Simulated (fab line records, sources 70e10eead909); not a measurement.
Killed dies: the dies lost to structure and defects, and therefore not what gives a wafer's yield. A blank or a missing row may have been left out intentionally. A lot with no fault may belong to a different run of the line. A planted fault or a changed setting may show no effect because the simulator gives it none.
fab line records | flow nand-harc
record lots=7 | wafers=21 | last-day=34
route steps=1302 shown A_ONON_D1@432 A_CHANNEL_HOLE_D1@450 END@1302
lots untouched by any fault: they come from a run of this same line in which no faults occurred
start-h: hours from the record's first day to the start of the lot's first wafer shown | wait-h: hours since the lot's step before | " identical to the entry in the row above | L1.1+2: several wafers, shown together as one row | - value missing, or start not given | * or withheld: withheld | < > ~ a bound
route shown NAME@n: a module of which the file shows steps, and the number in the route of the first | usual: mean/standard deviation taken from wafers without a fault | same: alike in all rows | chamber/n: place in a boat | sites: each site's reading | _std_site: the standard deviation of these | _edge_site: mean of outer sites minus mean of inner sites | radius-mm: for every site, how far away it sits from the centre of the wafer | mask NAME#n: copy n | behind: the tool/chamber that last shaped the wafer | hold: what put the lot on hold/how long, in hours/how the hold closed | device: transistor that didn't switch, given as n, p or np | end of line: the route-end tests of the same wafers | where a step has no rows: the recipe by itself | killed: not the wafer's yield, but the dies lost to structure and defects at the first sort | map: shows each die of a wafer: x if killed, . if not, _ if none is there
set.NAME: the setting the step ran with; set.NAME@STEP: the setting that earlier step ran with | model.NAME: the simulator's own value behind a step, which no gauge read
a table for each step, a row for each wafer; lots at some steps of the route
services: when a tool's chamber went out of use (start-h, in hours from the record's first day, below 0 if earlier), for how many hours, and the reason
## steps
# step NHARC_A_ONON_D1_DEP_12
# recipe target-thk-a=10000 | n2-flow-sccm=2750 | n2o-flow-sccm=2000 | nh3-flow-sccm=500 | sih4-flow-sccm=210 | temp-c=400
# step NHARC_A_ONON_D1_THK_MEAS_14
# recipe thk-meas-gauge=ellipsometry
# usual thk-nm=1001/9.1
lot.wafer | tool          | chamber | start-h | wait-h | thk-nm
L312.1    | film-metro-01 | -       | 232.04  | -      | 1003
L312.4    | "             | -       | "       | "      | 1002
L312.6    | "             | -       | "       | "      | 1002
L314.2    | film-metro-02 | -       | 249.08  | -      | 996
L314.4    | "             | -       | "       | "      | 996
L314.5    | "             | -       | "       | "      | 996
L318.1    | film-metro-02 | -       | 308.65  | -      | 1011
L318.3    | "             | -       | "       | "      | 1012
L318.4    | "             | -       | "       | "      | 1010
L319.4    | film-metro-01 | -       | 308.68  | -      | 1011
L319.5    | "             | -       | "       | "      | 1011
L319.6    | "             | -       | "       | "      | 1009
L322.1    | film-metro-01 | -       | 331.81  | -      | 989
L322.3    | "             | -       | "       | "      | 990
L322.4    | "             | -       | "       | "      | 989
L326.4    | film-metro-01 | -       | 383.32  | -      | 993
L326.5    | "             | -       | "       | "      | 995
L326.6    | "             | -       | "       | "      | 995
L328.2    | film-metro-02 | -       | 404.43  | -      | 1002
L328.3    | "             | -       | "       | "      | 1001
L328.4    | "             | -       | "       | "      | 1002
# step NHARC_A_ONON_D1_ANNEAL_15
# recipe temp-c=750 | time-s=3600
# step NHARC_A_ONON_D1_DEP_16
# recipe target-thk-a=10000 | n2-flow-sccm=2750 | n2o-flow-sccm=2000 | nh3-flow-sccm=500 | sih4-flow-sccm=210 | temp-c=400
# step NHARC_A_ONON_D1_THK_MEAS_18
# recipe thk-meas-gauge=ellipsometry
# usual thk-nm=1001/11
lot.wafer | tool          | chamber | start-h | wait-h | thk-nm
L312.1    | film-metro-01 | -       | 240.77  | -      | 990
L312.4    | "             | -       | "       | "      | 989
L312.6    | "             | -       | "       | "      | 988
L314.2    | film-metro-01 | -       | 259.08  | -      | 1005
L314.4    | "             | -       | "       | "      | 1007
L314.5    | "             | -       | "       | "      | 1003
L318.1    | film-metro-02 | -       | 316.46  | -      | 988
L318.3    | "             | -       | "       | "      | 988
L318.4    | "             | -       | "       | "      | 988
L319.4    | film-metro-01 | -       | 316.48  | -      | 1022
L319.5    | "             | -       | "       | "      | 1024
L319.6    | "             | -       | "       | "      | 1023
L322.1    | film-metro-01 | -       | 339.65  | -      | 1008
L322.3    | "             | -       | "       | "      | 1006
L322.4    | "             | -       | "       | "      | 1007
L326.4    | film-metro-01 | -       | 394.49  | -      | 1005
L326.5    | "             | -       | "       | "      | 1006
L326.6    | "             | -       | "       | "      | 1005
L328.2    | film-metro-01 | -       | 412.19  | -      | 1015
L328.3    | "             | -       | "       | "      | 1017
L328.4    | "             | -       | "       | "      | 1017
# step NHARC_A_ONON_D1_DEP_19
# recipe target-thk-a=10000 | n2-flow-sccm=2750 | n2o-flow-sccm=2000 | nh3-flow-sccm=500 | sih4-flow-sccm=210 | temp-c=400
# step NHARC_A_ONON_D1_THK_MEAS_21
# recipe thk-meas-gauge=ellipsometry
# usual thk-nm=999/7.2
lot.wafer | tool          | chamber | start-h | wait-h | thk-nm
L312.1    | film-metro-01 | -       | 241.34  | -      | 992
L312.4    | "             | -       | "       | "      | 991
L312.6    | "             | -       | "       | "      | 992
L314.2    | film-metro-02 | -       | 259.65  | -      | 990
L314.4    | "             | -       | "       | "      | 992
L314.5    | "             | -       | "       | "      | 991
L318.1    | film-metro-02 | -       | 317.03  | -      | 997
L318.3    | "             | -       | "       | "      | 997
L318.4    | "             | -       | "       | "      | 999
L319.4    | film-metro-02 | -       | 317.17  | -      | 1003
L319.5    | "             | -       | "       | "      | 1003
L319.6    | "             | -       | "       | "      | 1004
L322.1    | film-metro-01 | -       | 340.22  | -      | 1002
L322.3    | "             | -       | "       | "      | 1004
L322.4    | "             | -       | "       | "      | 1005
L326.4    | film-metro-01 | -       | 395.06  | -      | 1001
L326.5    | "             | -       | "       | "      | 1003
L326.6    | "             | -       | "       | "      | 1003
L328.2    | film-metro-01 | -       | 412.75  | -      | 1003
L328.3    | "             | -       | "       | "      | 1003
L328.4    | "             | -       | "       | "      | 1003
# step NHARC_A_ONON_D1_DEP_22
# recipe target-thk-a=10000 | n2-flow-sccm=2750 | n2o-flow-sccm=2000 | nh3-flow-sccm=500 | sih4-flow-sccm=210 | temp-c=400
# step NHARC_A_ONON_D1_THK_MEAS_24
# recipe thk-meas-gauge=ellipsometry
# usual thk-nm=998/10
lot.wafer | tool          | chamber | start-h | wait-h | thk-nm
L312.1    | film-metro-01 | -       | 241.91  | -      | 1000
L312.4    | "             | -       | "       | "      | 999
L312.6    | "             | -       | "       | "      | 999
L314.2    | film-metro-01 | -       | 260.21  | -      | 1001
L314.4    | "             | -       | "       | "      | 1000
L314.5    | "             | -       | "       | "      | 1001
L318.1    | film-metro-01 | -       | 317.60  | -      | 999
L318.3    | "             | -       | "       | "      | 997
L318.4    | "             | -       | "       | "      | 998
L319.4    | film-metro-01 | -       | 317.75  | -      | 1000
L319.5    | "             | -       | "       | "      | 999
L319.6    | "             | -       | "       | "      | 999
L322.1    | film-metro-01 | -       | 340.78  | -      | 1011
L322.3    | "             | -       | "       | "      | 1012
L322.4    | "             | -       | "       | "      | 1011
L326.4    | film-metro-01 | -       | 395.63  | -      | 1007
L326.5    | "             | -       | "       | "      | 1006
L326.6    | "             | -       | "       | "      | 1006
L328.2    | film-metro-01 | -       | 413.31  | -      | 1009
L328.3    | "             | -       | "       | "      | 1009
L328.4    | "             | -       | "       | "      | 1008
# step NHARC_A_ONON_D1_DEP_25
# recipe target-thk-a=10000 | n2-flow-sccm=2750 | n2o-flow-sccm=2000 | nh3-flow-sccm=500 | sih4-flow-sccm=210 | temp-c=400
# step NHARC_A_ONON_D1_THK_MEAS_27
# recipe thk-meas-gauge=ellipsometry
# usual thk-nm=1000/10
lot.wafer | tool          | chamber | start-h | wait-h | thk-nm
L312.1    | film-metro-02 | -       | 242.47  | -      | 1000
L312.4    | "             | -       | "       | "      | 999
L312.6    | "             | -       | "       | "      | 999
L314.2    | film-metro-01 | -       | 260.78  | -      | 992
L314.4    | "             | -       | "       | "      | 993
L314.5    | "             | -       | "       | "      | 992
L318.1    | film-metro-02 | -       | 318.17  | -      | 994
L318.3    | "             | -       | "       | "      | 995
L318.4    | "             | -       | "       | "      | 994
L319.4    | film-metro-01 | -       | 318.52  | -      | 995
L319.5    | "             | -       | "       | "      | 993
L319.6    | "             | -       | "       | "      | 995
L322.1    | film-metro-01 | -       | 341.35  | -      | 987
L322.3    | "             | -       | "       | "      | 988
L322.4    | "             | -       | "       | "      | 986
L326.4    | film-metro-01 | -       | 396.19  | -      | 1022
L326.5    | "             | -       | "       | "      | 1020
L326.6    | "             | -       | "       | "      | 1021
L328.2    | film-metro-02 | -       | 413.88  | -      | 988
L328.3    | "             | -       | "       | "      | 989
L328.4    | "             | -       | "       | "      | 990
# step NHARC_A_ONON_D1_DEP_28
# recipe target-thk-a=10000 | n2-flow-sccm=2750 | n2o-flow-sccm=2000 | nh3-flow-sccm=500 | sih4-flow-sccm=210 | temp-c=400
lot.wafer  | tool          | chamber | start-h | wait-h
L312.1+4+6 | pecvd-onon-01 | 0       | 242.53  | 0.1
L314.2+4+5 | pecvd-onon-04 | 0       | 260.89  | 0.1
L318.1+3+4 | pecvd-onon-01 | 0       | 318.35  | 0.2
L319.4+5+6 | pecvd-onon-01 | 0       | 318.88  | 0.4
L322.1+3+4 | pecvd-onon-01 | 0       | 341.41  | 0.1
L326.4+5+6 | pecvd-onon-04 | 0       | 396.42  | 0.2
L328.2+3+4 | pecvd-onon-04 | 0       | 413.99  | 0.1
# step NHARC_A_ONON_D1_THK_MEAS_30
# recipe thk-meas-gauge=ellipsometry
# usual thk-nm=1001/8.7
lot.wafer | tool          | chamber | start-h | wait-h | thk-nm
L312.1    | film-metro-01 | -       | 243.04  | -      | 1015
L312.4    | "             | -       | "       | "      | 1014
L312.6    | "             | -       | "       | "      | 1017
L314.2    | film-metro-02 | -       | 261.35  | -      | 990
L314.4    | "             | -       | "       | "      | 990
L314.5    | "             | -       | "       | "      | 988
L318.1    | film-metro-01 | -       | 318.87  | -      | 997
L318.3    | "             | -       | "       | "      | 996
L318.4    | "             | -       | "       | "      | 996
L319.4    | film-metro-01 | -       | 319.22  | -      | 1002
L319.5    | "             | -       | "       | "      | 1003
L319.6    | "             | -       | "       | "      | 1000
L322.1    | film-metro-01 | -       | 341.92  | -      | 1002
L322.3    | "             | -       | "       | "      | 1001
L322.4    | "             | -       | "       | "      | 1003
L326.4    | film-metro-01 | -       | 396.75  | -      | 1012
L326.5    | "             | -       | "       | "      | 1012
L326.6    | "             | -       | "       | "      | 1014
L328.2    | film-metro-02 | -       | 414.46  | -      | 999
L328.3    | "             | -       | "       | "      | 998
L328.4    | "             | -       | "       | "      | 1000
# step NHARC_A_ONON_D1_DEP_33
# recipe target-thk-a=2000 | temp-c=400 | pressure-torr=6.5 | rf-w=900 | teos-flow-sccm=161.4 | flow-sccm=2650 | target-thk-nm=200 | gas=O2 | material=SiO2
# usual heater-power-outer-w=326/76 | heater-power-w=584/87 | throttle-valve-pct=16.0/0.57
lot.wafer | tool     | chamber | start-h | wait-h | heater-power-outer-w | heater-power-w | throttle-valve-pct
L312.1    | pecvd-03 | 0       | 243.19  | 0.1    | 293                  | 581            | 15.4
L312.6    | "        | 2       | "       | "      | 351                  | 606            | 16.7
L312.4    | "        | 0       | "       | "      | 302                  | 574            | 15.9
L314.2    | pecvd-01 | 2       | 261.50  | 0.1    | 300                  | 576            | 16.8
L314.5    | "        | 1       | "       | "      | 252                  | 486            | 15.6
L314.4    | "        | 2       | "       | "      | 308                  | 576            | 16.5
L318.1    | pecvd-02 | 2       | 318.92  | 0.1    | 297                  | 566            | 16.0
L318.4    | "        | 2       | "       | "      | 309                  | 576            | 16.2
L318.3    | "        | 0       | "       | "      | 208                  | 445            | 16.0
L319.5    | pecvd-03 | 0       | 319.41  | 0.2    | 324                  | 594            | 15.8
L319.6    | "        | 1       | "       | "      | 405                  | 677            | 16.7
L319.4    | "        | 2       | "       | "      | 385                  | 616            | 16.9
L322.3    | pecvd-03 | 2       | 341.98  | 0.1    | 370                  | 609            | 17.0
L322.1    | "        | 1       | "       | "      | 397                  | 676            | 16.5
L322.4    | "        | 2       | "       | "      | 373                  | 610            | 17.2
L326.5    | pecvd-02 | 2       | 396.95  | 0.2    | 274                  | 539            | 16.0
L326.6    | "        | 0       | "       | "      | 203                  | 447            | 15.9
L326.4    | "        | 1       | "       | "      | 311                  | 590            | 15.7
L328.3    | pecvd-03 | 1       | 414.52  | 0.1    | 282                  | 517            | 16.3
L328.2    | "        | 2       | "       | "      | 326                  | 561            | 16.6
L328.4    | "        | 0       | "       | "      | 333                  | 643            | 15.3
# step NHARC_A_ONON_D1_THK_MEAS_34
# recipe thk-meas-gauge=ellipsometry
# usual thk-nm=200.3/2.8
lot.wafer | tool          | chamber | start-h | wait-h | thk-nm
L312.1    | film-metro-01 | -       | 243.51  | -      | 201.5
L312.4    | "             | -       | "       | "      | 204.2
L312.6    | "             | -       | "       | "      | 205.4
L314.2    | film-metro-01 | -       | 261.82  | -      | 198.9
L314.4    | "             | -       | "       | "      | 201.0
L314.5    | "             | -       | "       | "      | 200.1
L318.1    | film-metro-02 | -       | 319.47  | 0.5    | 195.7
L318.3    | "             | -       | "       | "      | 198.8
L318.4    | "             | -       | "       | "      | 199.6
L319.4    | film-metro-02 | -       | 319.69  | -      | 203.3
L319.5    | "             | -       | "       | "      | 202.6
L319.6    | "             | -       | "       | "      | 200.9
L322.1    | film-metro-01 | -       | 342.39  | -      | 194.4
L322.3    | "             | -       | "       | "      | 199.3
L322.4    | "             | -       | "       | "      | 200.8
L326.4    | film-metro-02 | -       | 397.23  | -      | 202.6
L326.5    | "             | -       | "       | "      | 203.1
L326.6    | "             | -       | "       | "      | 202.4
L328.2    | film-metro-01 | -       | 414.94  | -      | 200.9
L328.3    | "             | -       | "       | "      | 200.8
L328.4    | "             | -       | "       | "      | 209.5
# step NHARC_A_ONON_D1_INSPECT_32
# usual raw-defect-count=76/28
lot.wafer | tool              | chamber | start-h | wait-h | raw-defect-count
L312.1    | defect-inspect-01 | -       | 243.60  | 0.0    | 32
L312.4    | "                 | -       | "       | "      | 67
L312.6    | "                 | -       | "       | "      | 97
L314.2    | defect-inspect-02 | -       | 261.91  | 0.0    | 51
L314.4    | "                 | -       | "       | "      | 71
L314.5    | "                 | -       | "       | "      | 60
L318.1    | defect-inspect-02 | -       | 319.56  | 0.0    | 360
L318.3    | "                 | -       | "       | "      | 345
L318.4    | "                 | -       | "       | "      | 346
L319.4    | defect-inspect-01 | -       | 319.78  | 0.0    | 372
L319.5    | "                 | -       | "       | "      | 367
L319.6    | "                 | -       | "       | "      | 372
L322.1    | defect-inspect-01 | -       | 342.47  | 0.0    | 362
L322.3    | "                 | -       | "       | "      | 331
L322.4    | "                 | -       | "       | "      | 366
L326.4    | defect-inspect-01 | -       | 397.29  | 0.0    | 50
L326.5    | "                 | -       | "       | "      | 50
L326.6    | "                 | -       | "       | "      | 74
L328.2    | defect-inspect-01 | -       | 415.00  | 0.0    | 116
L328.3    | "                 | -       | "       | "      | 98
L328.4    | "                 | -       | "       | "      | 128
# step NHARC_A_CHANNEL_HOLE_D1_DEP_00
# recipe target-thk-a=31000 | temp-c=400 | material=aC
# usual throttle-valve-pct=35.000/0.0099
lot.wafer | tool       | chamber | start-h | wait-h | throttle-valve-pct
L312.1    | acl-dep-02 | 0       | 244.96  | 1.4    | 35.002
L312.4    | "          | 0       | "       | "      | 35.000
L312.6    | "          | 0       | "       | "      | 35.001
L314.2    | acl-dep-02 | 0       | 262.29  | 0.4    | 35.009
L314.4    | "          | 0       | "       | "      | 34.994
L314.5    | "          | 0       | "       | "      | 35.019
L318.1    | acl-dep-03 | 0       | 322.09  | 2.5    | 34.998
L318.3    | "          | 0       | "       | "      | 34.993
L318.4    | "          | 0       | "       | "      | 35.011
L319.4    | acl-dep-01 | 0       | 323.36  | 3.6    | 35.001
L319.5    | "          | 0       | "       | "      | 35.002
L319.6    | "          | 0       | "       | "      | 35.015
L322.1    | acl-dep-02 | 0       | 342.54  | 0.1    | 35.005
L322.3    | "          | 0       | "       | "      | 34.992
L322.4    | "          | 0       | "       | "      | 34.995
L326.4    | acl-dep-02 | 0       | 398.70  | 1.4    | 35.003
L326.5    | "          | 0       | "       | "      | 35.003
L326.6    | "          | 0       | "       | "      | 35.006
L328.2    | acl-dep-02 | 0       | 415.89  | 0.9    | 35.005
L328.3    | "          | 0       | "       | "      | 35.001
L328.4    | "          | 0       | "       | "      | 34.983
# step NHARC_END_SORT_01
# recipe temp-c=25
# usual killed-at-array=54/18 | killed-at-other=0.7/0.87 | killed-at-periphery=3.7/2.5 | killed-dies=59/19 | killed-open=3.3/2 | killed-short=2.6/1.6
# same gross-dies=677
lot.wafer | tool      | chamber | start-h | wait-h | killed-at-array | killed-at-other | killed-at-periphery | killed-dies | killed-open | killed-short
L318.1    | prober-02 | 0       | 700.17  | 2.5    | 121             | 1               | 2                   | 124         | 1           | 3
L318.3    | prober-02 | 0       | 701.77  | 3.1    | 113             | 3               | 2                   | 118         | 1           | 5
L318.4    | prober-02 | 0       | 702.58  | 3.4    | 116             | 1               | 5                   | 122         | 3           | 3
L319.4    | prober-01 | 0       | 702.64  | 3.4    | 105             | 0               | 6                   | 111         | 3           | 1
L319.5    | prober-01 | 0       | 703.44  | 3.7    | 122             | 0               | 2                   | 124         | 2           | 4
L319.6    | prober-01 | 0       | 704.23  | 4.0    | 115             | 1               | 2                   | 118         | 2           | 5
L322.1    | prober-01 | 0       | 725.78  | 2.5    | 89              | 0               | 2                   | 91          | 2           | 1
L322.3    | prober-01 | 0       | 727.37  | 3.1    | 91              | 0               | 0                   | 91          | 0           | 0
L322.4    | prober-01 | 0       | 728.17  | 3.4    | 75              | 0               | 4                   | 79          | 1           | 1
L328.2    | prober-01 | 0       | 807.25  | 2.8    | 61              | 1               | 2                   | 64          | 4           | 2
L328.3    | prober-01 | 0       | 808.07  | 3.1    | 64              | 1               | 7                   | 72          | 7           | 2
L328.4    | prober-01 | 0       | 808.89  | 3.5    | 60              | 2               | 1                   | 63          | 2           | 1
# killed by level:class
L318.1 A_ONON_D1:unspecified=72 A_SLIT:chamber-film-flake=29 A_CONTACT:chamber-film-flake=6 A_CHANNEL_HOLE_D1:chamber-film-flake=5 A_M0:chamber-film-flake=3 P_M2:geometric-particle:short=1 A_ONON_D1:geometric-particle:short=1 A_DECK1_JOINT:geometric-particle:open=1
L318.3 A_ONON_D1:unspecified=66 A_SLIT:chamber-film-flake=28 A_CHANNEL_HOLE_D1:chamber-film-flake=7 A_CONTACT:chamber-film-flake=3 HYBRID_BOND:chamber-film-flake=3 A_CHANNEL_FILL_D2:geometric-particle:short=2 A_STAIRCASE:chamber-film-flake=2 P_GATE:geometric-particle:short=1
L318.4 A_ONON_D1:unspecified=70 A_SLIT:chamber-film-flake=23 A_CHANNEL_HOLE_D1:chamber-film-flake=8 A_CONTACT:chamber-film-flake=3 A_M0:chamber-film-flake=3 P_GATE:geometric-particle:open=2 A_STAIRCASE:chamber-film-flake=2 A_WL_FILL:chamber-film-flake=2
L319.4 A_ONON_D1:unspecified=62 A_CHANNEL_HOLE_D1:chamber-film-flake=24 A_CHANNEL_HOLE_D2:chamber-film-flake=12 P_BONDPAD:chamber-film-flake=3 A_STAIRCASE:chamber-film-flake=2 P_GATE:geometric-particle:open=1 A_ONON_D1:geometric-particle:short=1 A_ONON_D1:geometric-particle:open=1
L319.5 A_ONON_D1:unspecified=71 A_CHANNEL_HOLE_D1:chamber-film-flake=24 A_CHANNEL_HOLE_D2:chamber-film-flake=10 A_SLIT:chamber-film-flake=5 A_M0:chamber-film-flake=3 A_M0:geometric-particle:short=2 A_STAIRCASE:chamber-film-flake=2 A_DECK1_JOINT:geometric-particle:short=1
L319.6 A_ONON_D1:unspecified=64 A_CHANNEL_HOLE_D1:chamber-film-flake=22 A_CHANNEL_HOLE_D2:chamber-film-flake=17 A_STAIRCASE:chamber-film-flake=4 A_CHANNEL_FILL_D2:chamber-film-flake=2 A_ONON_D2:geometric-particle:open=1 A_CHANNEL_FILL_D2:geometric-particle:short=1 A_SGD_CUT:geometric-particle:open=1
L322.1 A_ONON_D1:unspecified=63 A_CHANNEL_HOLE_D1:chamber-film-flake=12 A_SLIT:chamber-film-flake=4 A_ZERO_WELL:chamber-film-flake=2 A_DECK1_JOINT:chamber-film-flake=2 P_M0:geometric-particle:open=1 A_ONON_D1:geometric-particle:short=1 A_SGD_CUT:geometric-particle:open=1
L322.3 A_ONON_D1:unspecified=72 A_CHANNEL_HOLE_D1:chamber-film-flake=12 A_SLIT:chamber-film-flake=3 A_DECK1_JOINT:chamber-film-flake=2 A_CHANNEL_FILL_D2:chamber-film-flake=1 A_CONTACT:chamber-film-flake=1
L322.4 A_ONON_D1:unspecified=64 A_SLIT:chamber-film-flake=5 A_CHANNEL_HOLE_D1:chamber-film-flake=3 P_GATE:chamber-film-flake=2 P_M0:geometric-particle:open=1 A_ONON_D2:geometric-particle:short=1 P_STI:chamber-film-flake=1 A_STAIRCASE:chamber-film-flake=1
L328.2 A_SLIT:chamber-film-flake=23 A_CHANNEL_HOLE_D1:chamber-film-flake=15 A_CONTACT:chamber-film-flake=9 A_STAIRCASE:chamber-film-flake=5 A_CHANNEL_HOLE_D2:chamber-film-flake=2 A_WL_FILL:chamber-film-flake=2 P_M0:geometric-particle:open=1 A_SOURCE_PLATE:geometric-particle:open=1
L328.3 A_SLIT:chamber-film-flake=33 A_CHANNEL_HOLE_D1:chamber-film-flake=16 A_STAIRCASE:chamber-film-flake=4 A_CONTACT:chamber-film-flake=4 P_M0:geometric-particle:open=2 P_M1:geometric-particle:open=2 P_GATE:chamber-film-flake=2 A_WL_FILL:chamber-film-flake=2
L328.4 A_SLIT:chamber-film-flake=32 A_CHANNEL_HOLE_D1:chamber-film-flake=18 A_WL_FILL:chamber-film-flake=3 A_STAIRCASE:chamber-film-flake=2 P_M0:geometric-particle:open=1 A_SOURCE_PLATE:geometric-particle:short=1 A_ONON_D2:geometric-particle:open=1 A_CHANNEL_FILL_D1:chamber-film-flake=1
# map L318.1 (x killed, . not)
____________.____________
_________xx....._________
_______..xxxx....._______
______x..xxxxx.....______
_____..xxxxx.x......_____
____.xx.xxxxxx.......____
____..xxxxxxxx.......____
___...xxxxxxx.........___
___...xxxxxxxxx.......___
__....xxxxxxxx.........__
__.....xxxxxxx.........__
_x.....xxxxx............_
_xxxx..x..xx............_
_x..x..x................_
_xx.x..................._
_xxxx......x..x........._
xxxx..................x..
xxxx.x......x............
xxxx...................x.
.xx......................
..x......................
_..x.x.................._
_............x.........._
_...........x..........._
_..x.....x.............._
_...........xx.........._
__.......x...x.........__
__...............x.....__
___...x...............___
___.......x....x......___
____.................____
____.................____
_____..............._____
______.............______
_______.........x._______
_________......._________
____________.____________
# map L319.5 (x killed, . not)
____________.____________
_________x......_________
_______.xxxx......_______
______xx.xxx.......______
_____.xxxxxxx......._____
____..xxxxxxxx.......____
____..xxxxxxxx.......____
___.xxxxxxxxx.x.......___
___..xxxxxxxxx........___
__.....xxxxxx.........x__
__....xxxxxxxx.........__
_......xxxxxxx..x......._
_......xxxxx.x.........._
_......x.x.x............_
_.x..x..xxx............._
_.........x............._
.........................
.x.......................
.........................
xxx....x.................
xxxxx..............x.....
_xxx...................._
_.xx...................._
_xxxx..................._
_xx...............x....._
_xx.x..x.......x........_
__.....................__
__..x..................__
___...x........x......___
___...........x.......___
____...........x.....____
____..x..............____
_____..............._____
______.............______
_______..........._______
_________......._________
____________.____________
## services
tool          | chamber | start-h | hours | kind
pecvd-02      | -       | 227.00  | 13.0  | pm
pecvd-02      | 0       | 227.00  | 13.0  | vent-cycle
pecvd-02      | 1       | 227.00  | 13.0  | vent-cycle
acl-dep-02    | -       | 248.78  | 13.0  | pm
pecvd-onon-01 | -       | 251.35  | 5.3   | repair
pecvd-onon-01 | -       | 269.29  | 13.0  | pm
pecvd-03      | -       | 295.93  | 0.4   | repair
acl-dep-03    | -       | 301.23  | 13.0  | pm
pecvd-01      | -       | 311.00  | 13.0  | pm
pecvd-onon-04 | -       | 311.42  | 13.0  | pm
pecvd-02      | 1       | 311.91  | 15.5  | repair
acl-dep-02    | -       | 329.59  | 1.0   | repair
pecvd-01      | -       | 341.16  | 1.4   | repair
pecvd-03      | -       | 366.00  | 13.0  | pm
pecvd-03      | 0       | 366.00  | 13.0  | vent-cycle
pecvd-03      | 1       | 366.00  | 13.0  | vent-cycle
pecvd-03      | 2       | 366.00  | 13.0  | vent-cycle
acl-dep-01    | -       | 371.98  | 13.0  | pm
pecvd-01      | -       | 376.62  | 0.2   | repair
pecvd-03      | 0       | 379.00  | -     | clean
pecvd-03      | 1       | 379.00  | -     | clean
pecvd-03      | 2       | 379.00  | -     | clean
pecvd-onon-04 | -       | 392.86  | 0.8   | repair
pecvd-02      | -       | 408.00  | 13.0  | pm
## key
first-sign step=NHARC_A_ONON_D1_INSPECT_32 | reading=raw-defect-count | direction=up | sigmas=10 | usual=76 | struck=358
effect step=NHARC_END_SORT_01 | reading=killed-at-array | direction=up | sigmas=2.8 | usual=54 | struck=105
more-kills-born-at NHARC_A_ONON_D1_DEP_28@pecvd-onon-01=604
met-at NHARC_A_ONON_D1_DEP_28
struck-wafers L318.1,L318.3,L318.4,L319.4,L319.5,L319.6,L322.1,L322.3,L322.4
tester-left-out L318,L319,L322
fault kind=chamber-particle-source | tool=pecvd-onon-01 | chamber=- | onset-h=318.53 | steps=NHARC_A_ONON_D1_DEP_28 | rate-per-visit-cm2=0.42728 | end-h=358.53
# tester-left-out: of these lots the tester's yield and bins aren't shown, on N5 and GAA mostly nor the transistor test; their killed dies are dies lost to structure and defects alone, not to doping, threshold or leakage, so they don't give the yield
